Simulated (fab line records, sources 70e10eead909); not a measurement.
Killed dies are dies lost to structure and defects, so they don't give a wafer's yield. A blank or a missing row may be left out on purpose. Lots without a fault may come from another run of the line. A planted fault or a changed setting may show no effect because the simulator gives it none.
fab line records | flow nand_harc
record lots=24 wafers=72 last_day=34
route steps=1302 shown A_WL_FILL@957 A_CONTACT@983
lots that met no fault: from a run of the same line without faults
start_h: hours from the record's first day to the start of the lot's first wafer shown | wait_h: hours since the lot's step before | " the same as in the row above | L1.1+2: a row that stands for several wafers | - no value, or no start given | * or withheld: withheld | < > ~ a bound
route shown NAME@n: a module of which the file shows steps, and the number in the route of the first | usual: mean/standard deviation of fault-free wafers | same: alike in all rows | chamber/n: place in a boat | sites: the reading at each site | _std_site: their standard deviation | _edge_site: outer sites' mean less inner sites' | radius_mm: how far each site lies from the wafer's centre | mask NAME#n: copy n | behind: the tool/chamber that last shaped the wafer | hold: why the lot was held/for how many hours/how that ended | device: the transistor (n, p or np) that didn't switch | end of line: the same wafers' tests at the end of the route | a step without rows: its recipe alone | killed: dies lost to structure and defects at the first sort, not the wafer's yield | map: a wafer's dies, x killed, . not, _ none there
set.NAME: the setting as run; set.NAME@STEP: as run at that earlier step | model.NAME: the simulator's own value behind a step, which no gauge read
steps of the route over a sample of lots; a table a step, a row a wafer
services: from which hour (start_h, from the record's first day; less than 0 if before it) a tool's chamber was out of use, for how many hours, and why
## steps
# step NHARC_A_WL_FILL_ETCHBACK_04
# recipe target_depth_a=600 time_s=120 chemistry=NF3
# usual drypump_motor_current_A=5.6/0.39 oes_product_au=1.002/0.0076
# columns lot.wafer tool chamber start_h wait_h drypump_motor_current_A oes_product_au rf_hours_counter_h
L074.2 rie_metal-01 1 472.51 0.3 5.5 1.008 0.7
L074.3 " 0 " " 6.2 1.002 -
L074.6 " 1 " " 5.5 1.013 -
L075.1 rie_metal-02 1 484.56 0.3 5.1 0.994 0.3
L075.4 " 1 " " 5.1 0.997 -
L075.6 " 1 " " 5.0 0.994 -
L076.1 rie_metal-01 1 484.72 0.3 5.4 1.006 1.1
L076.5 " 1 " " 5.4 0.997 -
L076.6 " 0 " " 6.2 0.988 -
L077.1 rie_metal-02 0 496.66 0.3 5.5 0.993 0.8
L077.6 " 1 " " 5.1 0.993 -
L077.5 " 0 " " 5.5 1.001 -
L079.2 rie_metal-01 1 500.56 0.3 5.4 1.014 1.4
L079.3 " 1 " " 5.4 1.018 -
L079.6 " 0 " " 6.2 0.992 -
L078.2 rie_metal-03 0 504.42 0.4 6.1 1.012 3.2
L078.5 " 1 " " 5.4 0.996 -
L078.6 " 0 " " 6.1 0.998 -
L080.2 rie_metal-02 0 520.64 0.3 5.5 0.999 1.3
L080.1 " 1 " " 5.1 0.996 1.3
L080.6 " 1 " " 5.1 0.986 -
L082.2 rie_metal-01 1 544.62 0.3 5.4 1.019 2.1
L082.3 " 1 " " 5.4 1.009 -
L082.6 " 1 " " 5.4 1.006 -
L083.1 rie_metal-03 1 552.61 0.3 5.4 1.007 0.1
L083.4 " 1 " " 5.4 1.002 -
L083.6 " 1 " " 5.4 1.005 -
L081.1 rie_metal-03 1 558.23 0.3 5.4 1.002 0.3
L081.3 " 1 " " 5.4 1.003 -
L081.5 " 0 " " 6.1 0.997 -
L084.2 rie_metal-03 1 571.37 0.3 5.4 1.003 0.5
L084.1 " 0 " " 6.0 1.000 0.5
L084.6 " 0 " " 6.0 0.995 -
L085.1 rie_metal-02 0 571.55 0.3 5.5 1.000 2.4
L085.2 " 1 " " 5.1 0.993 2.4
L085.3 " 0 " " 5.5 0.990 -
L086.2 rie_metal-02 1 592.92 0.3 5.1 1.004 2.7
L086.1 " 0 " " 5.5 1.003 2.7
L086.5 " 0 " " 5.5 0.999 -
L087.3 rie_metal-03 0 598.20 0.3 6.1 1.010 -
L087.5 " 1 " " 5.4 0.994 -
L087.6 " 0 " " 6.1 1.002 -
L088.1 rie_metal-03 0 611.53 0.3 6.0 1.008 1.5
L088.6 " 0 " " 6.0 1.001 -
L088.5 " 1 " " 5.4 1.000 -
L090.1 rie_metal-03 1 630.56 0.3 5.3 0.990 1.7
L090.2 " 0 " " 6.0 1.009 1.7
L090.5 " 0 " " 6.0 0.999 -
L089.2 rie_metal-03 0 634.60 0.3 6.0 1.009 2.0
L089.1 " 1 " " 5.4 1.006 2.0
L089.4 " 0 " " 6.0 1.000 -
L092.1 rie_metal-02 1 651.81 0.4 5.0 0.991 0.1
L092.3 " 0 " " 5.5 1.007 -
L092.4 " 1 " " 5.1 0.993 -
L091.2 rie_metal-03 1 651.84 0.3 5.4 0.998 2.3
L091.3 " 0 " " 6.0 0.993 -
L091.5 " 0 " " 6.0 1.005 -
L093.1 rie_metal-01 1 655.54 0.3 5.4 1.005 1.1
L093.4 " 1 " " 5.4 1.004 -
L093.3 " 0 " " 6.2 1.003 -
L094.1 rie_metal-02 0 659.37 0.3 5.5 1.007 0.3
L094.4 " 0 " " 5.5 1.006 -
L094.5 " 1 " " 5.1 0.996 -
L095.1 rie_metal-01 1 680.01 0.3 5.4 1.006 1.4
L095.4 " 0 " " 6.2 1.003 -
L095.5 " 0 " " 6.2 1.006 -
L096.2 rie_metal-02 0 696.20 0.3 5.5 1.009 1.2
L096.3 " 1 " " 5.1 1.003 -
L096.6 " 0 " " 5.5 1.015 -
L097.3 rie_metal-02 0 709.51 0.3 5.5 1.013 -
L097.6 " 1 " " 5.1 0.989 -
L097.5 " 0 " " 5.5 1.008 -
# step NHARC_A_WL_FILL_CVD_20
# recipe target_thk_a=1000 temp_c=400 pressure_torr=40 wf6_flow_sccm=40 h2_flow_sccm=1600 ar_flow_sccm=1560 time_s=74 material=W
# usual heater_power_w=863/51 mfc_h2_sccm=1600/4.4 throttle_valve_pct=8.0/0.35
# columns lot.wafer tool chamber start_h wait_h heater_power_w mfc_h2_sccm throttle_valve_pct
L074.2 cvd_w-01 0 - - 774 1604 8.5
L074.3 " 0 " " 753 1609 8.4
L074.6 " 1 " " 905 1602 7.7
L076.1 cvd_w-02 0 - - 826 1604 7.9
L076.6 " 1 " " 912 1601 7.7
L076.5 " 0 " " 820 1591 7.8
L075.1 cvd_w-02 0 - - 833 1595 7.7
L075.4 " 1 " " 878 1605 7.8
L075.6 " 0 " " 839 1593 7.9
L077.1 cvd_w-02 1 - - 893 1600 7.8
L077.6 " 1 " " 894 1595 7.9
L077.5 " 0 " " 818 1598 8.2
L079.2 cvd_w-01 0 - - 766 1595 8.7
L079.3 " 0 " " 773 1599 8.3
L079.6 " 1 " " 899 1598 7.5
L078.2 cvd_w-02 0 - - 817 1605 7.9
L078.5 " 0 " " 810 1596 7.7
L078.6 " 1 " " 880 1603 8.1
L080.2 cvd_w-02 0 - - 800 1598 7.7
L080.1 " 1 " " 883 1604 7.9
L080.6 " 1 " " 894 1592 7.8
L082.2 cvd_w-01 1 - - 936 1600 7.4
L082.3 " 1 " " 923 1593 7.7
L082.6 " 0 " " 799 1594 8.3
L083.1 cvd_w-01 1 - - 900 1601 7.7
L083.4 " 0 " " 801 1597 8.6
L083.6 " 0 " " 797 1595 8.6
L081.1 cvd_w-01 1 - - 928 1599 7.8
L081.3 " 1 " " 922 1604 7.6
L081.5 " 0 " " 802 1595 8.4
L084.2 cvd_w-02 0 - - 841 1607 7.8
L084.1 " 1 " " 866 1605 7.8
L084.6 " 1 " " 878 1604 8.0
L085.1 cvd_w-01 0 - - 796 1596 8.4
L085.2 " 1 " " 909 1601 7.6
L085.3 " 1 " " 918 1596 7.7
L086.1 cvd_w-02 1 - - 891 1601 7.8
L086.2 " 0 " " 825 1596 7.9
L086.5 " 1 " " 875 1601 8.1
L087.3 cvd_w-01 1 - - 948 1601 7.7
L087.5 " 0 " " 795 1606 8.7
L087.6 " 1 " " 938 1601 7.6
L088.1 cvd_w-01 0 - - 802 1607 8.6
L088.5 " 0 " " 805 1604 8.3
L088.6 " 1 " " 931 1596 7.9
L090.2 cvd_w-01 1 - - 928 1598 7.8
L090.1 " 0 " " 805 1601 8.6
L090.5 " 1 " " 910 1589 7.5
L089.2 cvd_w-01 1 - - 933 1598 7.8
L089.1 " 0 " " 824 1597 8.5
L089.4 " 1 " " 943 1594 7.7
L092.1 cvd_w-02 0 - - 873 1600 8.2
L092.3 " 0 " " 872 1600 7.9
L092.4 " 1 " " 880 1599 7.9
L091.2 cvd_w-01 1 - - 924 1605 7.9
L091.3 " 0 " " 810 1600 8.5
L091.5 " 1 " " 920 1603 7.7
L094.1 cvd_w-01 0 - - 814 1603 8.6
L094.4 " 1 " " 944 1607 7.9
L094.5 " 1 " " 929 1601 7.8
L093.1 cvd_w-02 1 - - 889 1602 7.9
L093.3 " 0 " " 850 1595 8.3
L093.4 " 1 " " 901 1599 7.6
L095.1 cvd_w-01 1 - - 915 1597 7.7
L095.4 " 1 " " 943 1601 7.8
L095.5 " 1 " " 927 1601 7.9
L096.2 cvd_w-02 1 - - 898 1598 7.8
L096.3 " 0 " " 864 1603 7.9
L096.6 " 1 " " 882 1605 7.8
L097.3 cvd_w-02 0 - - 860 1586 7.9
L097.6 " 0 " " 867 1594 8.0
L097.5 " 1 " " 881 1604 7.6
# step NHARC_A_WL_FILL_CMP_12
# recipe t_overpolish_s=30 target_thk_nm=100
# usual motor_current_A=11.8/0.98 overpolish_run_s=29.999/0.0081 time_to_endpoint_s=19.4/2.5
# columns lot.wafer tool chamber start_h wait_h motor_current_A overpolish_run_s time_to_endpoint_s
L074.3 cmp-01 1 488.93 0.1 12.7 30.007 16.1
L074.2 " 0 " " 12.1 29.992 17.9
L074.6 " 1 " " 12.7 30.008 17.8
L076.1 cmp-03 2 501.02 0.2 11.8 29.997 17.3
L076.6 " 3 " " 11.2 29.988 24.4
L076.5 " 0 " " 10.7 29.987 18.7
L075.4 cmp-04 0 501.13 0.2 12.1 29.988 26.1
L075.1 " 1 " " 12.8 30.001 22.5
L075.6 " 3 " " 12.5 29.993 24.0
L077.1 cmp-01 0 513.41 0.2 11.7 29.992 21.7
L077.6 " 1 " " 13.4 29.994 19.6
L077.5 " 2 " " 10.5 29.999 20.2
L078.2 cmp-01 3 520.33 0.2 11.5 30.009 20.1
L078.6 " 3 " " 11.8 30.000 19.2
L078.5 " 0 " " 12.9 30.002 20.1
L079.2 cmp-03 0 520.35 0.2 10.5 30.009 17.8
L079.3 " 1 " " 11.8 29.988 23.2
L079.6 " 3 " " 11.3 29.992 22.0
L080.2 cmp-01 1 536.96 0.2 12.3 29.995 21.4
L080.1 " 3 " " 11.3 29.994 19.4
L080.6 " 1 " " 12.6 29.999 22.2
L082.2 cmp-01 0 560.69 0.2 11.9 29.996 17.3
L082.3 " 3 " " 11.3 30.000 16.0
L082.6 " 1 " " 12.6 29.998 17.1
L083.1 cmp-04 2 569.81 0.1 13.1 30.001 19.1
L083.4 " 0 " " 12.5 29.998 21.6
L083.6 " 3 " " 12.3 30.011 17.0
L081.1 cmp-04 1 578.66 0.2 12.3 30.005 18.6
L081.3 " 2 " " 13.6 30.018 20.4
L081.5 " 0 " " 13.0 29.996 20.5
L085.3 cmp-01 1 590.96 0.1 13.0 29.986 19.1
L085.2 " 2 " " 9.8 30.006 16.1
L085.1 " 0 " " 12.2 29.987 19.0
L084.1 cmp-04 0 590.99 0.2 12.5 29.992 21.9
L084.2 " 2 " " 13.2 29.993 20.0
L084.6 " 0 " " 11.7 30.002 23.0
L086.2 cmp-03 2 609.50 0.2 12.1 29.992 17.5
L086.1 " 0 " " 11.4 29.990 16.9
L086.5 " 1 " " 11.0 30.006 18.9
L087.3 cmp-03 0 614.10 0.1 11.2 29.999 17.0
L087.5 " 0 " " 10.5 29.993 17.9
L087.6 " 1 " " 11.1 30.007 20.4
L088.1 cmp-01 2 627.97 0.2 10.3 29.992 16.3
L088.6 " 1 " " 12.4 29.982 16.6
L088.5 " 2 " " 10.4 29.988 20.3
L090.2 cmp-03 2 647.98 0.2 11.9 29.992 19.3
L090.1 " 3 " " 11.8 30.010 21.0
L090.5 " 1 " " 11.5 30.009 24.0
L089.2 cmp-01 0 651.05 0.2 11.5 30.010 17.0
L089.1 " 1 " " 12.2 30.002 19.4
L089.4 " 2 " " 10.8 29.993 15.8
L092.4 cmp-01 3 667.95 0.1 11.4 30.006 18.7
L092.3 " 0 " " 12.0 30.009 20.3
L092.1 " 1 " " 12.8 29.995 18.8
L091.3 cmp-04 0 667.98 0.1 12.9 29.987 27.3
L091.2 " 2 " " 14.3 29.997 22.2
L091.5 " 3 " " 11.8 30.010 22.5
L094.1 cmp-03 2 674.21 0.1 11.5 30.002 18.3
L094.4 " 3 " " 11.7 30.013 20.9
L094.5 " 3 " " 11.3 29.990 20.8
L093.1 cmp-01 1 674.27 0.1 12.2 30.004 17.3
L093.4 " 2 " " 10.0 29.988 15.2
L093.3 " 0 " " 12.0 29.989 14.8
L095.4 cmp-01 0 696.60 0.1 12.2 30.014 18.3
L095.1 " 1 " " 12.7 30.004 17.5
L095.5 " 2 " " 10.2 30.000 17.7
L096.3 cmp-04 2 712.26 0.1 13.7 29.993 19.3
L096.2 " 0 " " 12.7 30.002 23.8
L096.6 " 1 " " 13.1 30.002 23.1
L097.3 cmp-01 0 726.57 0.1 12.7 30.006 19.0
L097.5 " 0 " " 12.4 29.998 18.6
L097.6 " 1 " " 11.4 29.995 16.4
# step NHARC_A_WL_FILL_INSPECT_15
# usual raw_defect_count=489/110
# columns lot.wafer tool chamber start_h wait_h raw_defect_count
L074.2 defect_inspect-02 - 489.40 0.0 365
L074.3 " - " " 399
L074.6 " - " " 412
L076.1 defect_inspect-02 - 501.43 0.0 427
L076.5 " - " " 706
L076.6 " - " " 599
L075.1 defect_inspect-01 - 501.57 0.0 388
L075.4 " - " " 402
L075.6 " - " " 341
L077.1 defect_inspect-02 - 513.82 0.0 678
L077.5 " - " " 463
L077.6 " - " " 471
L079.2 defect_inspect-02 - 520.79 0.0 551
L079.3 " - " " 568
L079.6 " - " " 766
L078.2 defect_inspect-01 - 520.81 0.0 612
L078.5 " - " " 332
L078.6 " - " " 556
L080.1 defect_inspect-01 - 537.42 0.0 756
L080.2 " - " " 683
L080.6 " - " " 553
L082.2 defect_inspect-02 - 561.15 0.0 625
L082.3 " - " " 511
L082.6 " - " " 621
L083.1 defect_inspect-01 - 570.28 0.0 425
L083.4 " - " " 403
L083.6 " - " " 431
L081.1 defect_inspect-02 - 579.13 0.0 578
L081.3 " - " " 451
L081.5 " - " " 464
L084.1 defect_inspect-02 - 591.42 0.0 348
L084.2 " - " " 518
L084.6 " - " " 445
L085.1 defect_inspect-01 - 591.43 0.0 449
L085.2 " - " " 339
L085.3 " - " " 460
L086.1 defect_inspect-02 - 609.96 0.0 587
L086.2 " - " " 521
L086.5 " - " " 628
L087.3 defect_inspect-02 - 614.57 0.0 501
L087.5 " - " " 478
L087.6 " - " " 551
L088.1 defect_inspect-01 - 628.43 0.0 484
L088.5 " - " " 532
L088.6 " - " " 382
L090.1 defect_inspect-01 - 648.44 0.0 319
L090.2 " - " " 466
L090.5 " - " " 297
L089.1 defect_inspect-01 - 651.51 0.0 428
L089.2 " - " " 502
L089.4 " - " " 465
L092.1 defect_inspect-01 - 668.41 0.0 566
L092.3 " - " " 529
L092.4 " - " " 476
L091.2 defect_inspect-02 - 668.46 0.0 544
L091.3 " - " " 392
L091.5 " - " " 421
L094.1 defect_inspect-02 - 674.68 0.0 470
L094.4 " - " " 506
L094.5 " - " " 425
L093.1 defect_inspect-02 - 674.76 0.0 488
L093.3 " - " " 427
L093.4 " - " " 568
L095.1 defect_inspect-01 - 697.01 0.0 386
L095.4 " - " " 389
L095.5 " - " " 527
L096.2 defect_inspect-01 - 712.72 0.0 608
L096.3 " - " " 442
L096.6 " - " " 456
L097.3 defect_inspect-02 - 727.03 0.0 399
L097.5 " - " " 419
L097.6 " - " " 402
# step NHARC_A_CONTACT_DEP_24
# recipe target_thk_a=5000 temp_c=400 pressure_torr=6.5 rf_w=900 teos_flow_sccm=161.4 flow_sccm=2650 target_thk_nm=500 gas=O2 material=SiO2
# usual heater_power_w=507/100 throttle_valve_pct=15.8/0.59
# columns lot.wafer tool chamber start_h wait_h heater_power_w throttle_valve_pct
L074.3 pecvd-02 0 489.46 0.1 409 15.4
L074.2 " 1 " " 653 15.8
L074.6 " 0 " " 438 15.3
L076.1 pecvd-02 1 501.56 0.1 707 15.6
L076.5 " 1 " " 721 15.9
L076.6 " 2 " " 409 14.8
L075.1 pecvd-04 1 501.76 0.2 531 16.3
L075.4 " 0 " " 633 15.7
L075.6 " 1 " " 558 16.3
L077.1 pecvd-01 2 513.95 0.1 492 16.9
L077.6 " 1 " " 575 16.0
L077.5 " 2 " " 513 16.4
L078.2 pecvd-01 1 520.87 0.1 471 16.1
L078.5 " 1 " " 502 16.0
L078.6 " 2 " " 527 16.6
L079.2 pecvd-04 0 520.92 0.1 659 15.5
L079.3 " 1 " " 543 16.4
L079.6 " 1 " " 542 16.5
L080.2 pecvd-02 1 537.55 0.1 711 15.8
L080.1 " 2 " " 407 15.3
L080.6 " 2 " " 439 15.2
L082.3 pecvd-02 2 561.28 0.1 389 15.6
L082.2 " 0 " " 466 15.4
L082.6 " 2 " " 409 15.3
L083.1 pecvd-04 1 570.41 0.1 488 16.4
L083.6 " 0 " " 581 15.6
L083.4 " 1 " " 514 16.7
L081.3 pecvd-01 0 579.20 0.1 504 14.5
L081.1 " 2 " " 490 16.4
L081.5 " 1 " " 448 16.1
L084.2 pecvd-04 1 591.49 0.1 497 16.2
L084.1 " 0 " " 649 15.8
L084.6 " 1 " " 526 16.6
L085.1 pecvd-01 0 591.50 0.1 634 15.0
L085.2 " 1 " " 574 16.1
L085.3 " 2 " " 544 16.9
L086.2 pecvd-04 0 610.09 0.1 510 15.6
L086.1 " 1 " " 470 16.8
L086.5 " 1 " " 503 16.6
L087.3 pecvd-02 2 614.76 0.2 415 15.2
L087.5 " 0 " " 472 15.1
L087.6 " 1 " " 714 15.8
L088.1 pecvd-04 2 628.68 0.2 391 16.5
L088.6 " 2 " " 409 16.6
L088.5 " 0 " " 578 15.9
L090.1 pecvd-02 2 648.51 0.1 360 14.8
L090.2 " 1 " " 642 15.9
L090.5 " 2 " " 377 14.9
L089.1 pecvd-04 0 651.58 0.1 575 15.4
L089.2 " 1 " " 461 15.7
L089.4 " 0 " " 603 15.1
L092.1 pecvd-04 2 668.48 0.1 305 16.2
L092.3 " 0 " " 493 15.2
L092.4 " 0 " " 531 15.5
L091.2 pecvd-01 0 668.59 0.1 518 14.9
L091.3 " 1 " " 574 16.1
L091.5 " 2 " " 451 16.8
L094.1 pecvd-02 0 674.75 0.1 456 15.2
L094.4 " 1 " " 719 15.7
L094.5 " 2 " " 435 15.3
L093.3 pecvd-04 1 674.94 0.2 554 16.0
L093.1 " 0 " " 595 15.4
L093.4 " 2 " " 341 16.1
L095.1 pecvd-04 1 697.08 0.1 542 15.9
L095.4 " 1 " " 569 16.1
L095.5 " 0 " " 462 15.6
L096.3 pecvd-04 1 712.79 0.1 492 16.1
L096.2 " 0 " " 623 15.2
L096.6 " 1 " " 539 16.1
L097.3 pecvd-01 0 727.10 0.1 662 14.5
L097.5 " 0 " " 664 14.6
L097.6 " 1 " " 575 16.1
# step NHARC_A_CONTACT_ETCH_111
# recipe source_w=withheld pressure_mtorr=20 bias_v=withheld time_s=140 target_depth_a=7000 ar_flow_sccm=withheld c4f8_flow_sccm=withheld o2_flow_sccm=withheld chemistry=C4F8/O2/Ar
# columns lot.wafer tool chamber start_h wait_h rf_hours_counter_h
L074.2 har_cap_etch-03 1 497.06 - 43
L074.3 " 1 " " -
L074.6 " 0 " " -
L076.1 har_cap_etch-02 1 509.60 - 86
L076.5 " 0 " " -
L076.6 " 1 " " -
L075.1 har_cap_etch-02 0 512.17 - 88
L075.4 " 0 " " -
L075.6 " 0 " " -
L077.1 har_cap_etch-02 1 521.57 - 90
L077.6 " 1 " " -
L077.5 " 0 " " -
L079.2 har_cap_etch-01 1 528.25 - 3
L079.3 " 0 " " -
L079.6 " 1 " " -
L078.2 har_cap_etch-02 0 529.90 - 93
L078.5 " 0 " " -
L078.6 " 1 " " -
L080.1 har_cap_etch-03 1 546.94 - 54
L080.2 " 0 " " 54
L080.6 " 0 " " -
L082.2 har_cap_etch-02 0 569.42 - 98
L082.3 " 1 " " -
L082.6 " 1 " " -
L083.1 har_cap_etch-01 0 577.99 - 12
L083.4 " 1 " " -
L083.6 " 0 " " -
L081.1 har_cap_etch-02 1 586.73 - 100
L081.3 " 0 " " -
L081.5 " 0 " " -
L084.2 har_cap_etch-01 1 600.71 - 16
L084.1 " 0 " " 16
L084.6 " 0 " " -
L085.2 har_cap_etch-02 0 601.98 - 104
L085.1 " 1 " " 104
L085.3 " 0 " " -
L086.1 har_cap_etch-03 0 618.83 - 64
L086.2 " 1 " " 64
L086.5 " 1 " " -
L087.3 har_cap_etch-03 1 628.77 - -
L087.5 " 1 " " -
L087.6 " 0 " " -
L088.1 har_cap_etch-02 1 636.17 - 109
L088.5 " 0 " " -
L088.6 " 1 " " -
L090.2 har_cap_etch-02 0 656.24 - 113
L090.1 " 1 " " 113
L090.5 " 1 " " -
L089.1 har_cap_etch-03 1 660.32 - 72
L089.2 " 0 " " 72
L089.4 " 0 " " -
L091.2 har_cap_etch-03 1 676.24 - 75
L091.3 " 0 " " -
L091.5 " 0 " " -
L092.1 har_cap_etch-01 1 676.42 - 27
L092.3 " 0 " " -
L092.4 " 1 " " -
L094.1 har_cap_etch-01 1 686.61 - 30
L094.4 " 1 " " -
L094.5 " 1 " " -
L093.1 har_cap_etch-03 0 687.26 - 77
L093.3 " 1 " " -
L093.4 " 0 " " -
L095.1 har_cap_etch-01 1 705.05 - 35
L095.4 " 0 " " -
L095.5 " 1 " " -
L096.2 har_cap_etch-01 1 720.69 - 37
L096.3 " 0 " " -
L096.6 " 0 " " -
L097.3 har_cap_etch-03 1 737.93 - -
L097.5 " 1 " " -
L097.6 " 0 " " -
## services
# columns tool chamber start_h hours kind
pecvd-04 - 450.00 13.0 pm
cvd_w-02 - 450.12 13.0 pm
rie_metal-02 - 454.00 9.0 pm
cmp-01 - 479.50 4.0 pm
cvd_w-01 0 485.37 1.5 repair
har_cap_etch-01 - 497.00 17.0 pm
rie_metal-03 - 519.00 9.0 pm
cmp-01 - 533.89 2.3 repair
rie_metal-02 - 541.74 1.7 repair
cvd_w-01 - 547.00 13.0 pm
pecvd-04 1 555.54 3.5 repair
cmp-01 - 577.50 4.0 pm
cvd_w-01 - 581.14 2.6 repair
cmp-01 - 614.27 1.3 repair
har_cap_etch-03 - 622.86 0.5 repair
cvd_w-01 - 623.07 0.4 repair
cvd_w-02 - 625.21 0.8 repair
rie_metal-02 - 631.00 9.0 pm
pecvd-04 - 631.10 13.0 pm
cvd_w-02 - 631.52 13.0 pm
cmp-01 - 675.50 4.0 pm
pecvd-04 - 684.28 0.5 repair
rie_metal-03 - 696.00 9.0 pm
cvd_w-01 - 728.00 13.0 pm
## key
fault none
